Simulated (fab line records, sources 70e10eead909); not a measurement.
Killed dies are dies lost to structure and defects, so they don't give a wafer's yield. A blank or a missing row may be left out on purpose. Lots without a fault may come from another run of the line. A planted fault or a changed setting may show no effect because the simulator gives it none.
Chamber matching | flow nand_harc | NHARC_A_BLC_CMP_25 on cmp-03: 4 sister chambers
The step polishes, t overpolish 30 s, target thk 150 nm. 4 wafers are shown with their chamber, then 6 later ones without.

WAFERS WITH THEIR CHAMBER
wafer  | chamber | motor_current_A (A)
L564.5 | 3       | 10.4
L569.3 | 2       | 12.3
L572.3 | 1       | 12.2
L572.6 | 0       | 12.8

WAFERS WITHOUT THEIR CHAMBER
wafer  | motor_current_A (A)
L574.4 | 10.5
L574.6 | 10.7
L576.2 | 10.7
L584.1 | 12.1
L584.3 | 10.8
L584.6 | 12.1

WHICH CHAMBER EACH WENT THROUGH
wafer  | from the rows above     | in truth
L574.4 | 3                       | 3
L574.6 | 3                       | 3
L576.2 | 3                       | 3
L584.1 | can't be placed: 1 or 2 | 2
L584.3 | 3                       | 3
L584.6 | can't be placed: 1 or 2 | 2
Placed correctly: 4 of 6. Can't be placed from these rows: 2 (the true chamber is among the candidates in 2). Placed wrongly: 0.
How it was worked out, from the rows above alone: a wafer's distance from a chamber is the root of the sum, over the readings, of the square of ((its reading less the chamber's mean) divided by the reading's scatter). The wafer belongs to the nearest chamber; if the next one is less than 2 further off, it can't be placed. A chamber's mean is the mean of its shown wafers. The scatter: with one shown wafer a chamber, the root of the mean of the squares of how far each hidden wafer lies from its nearest shown one.
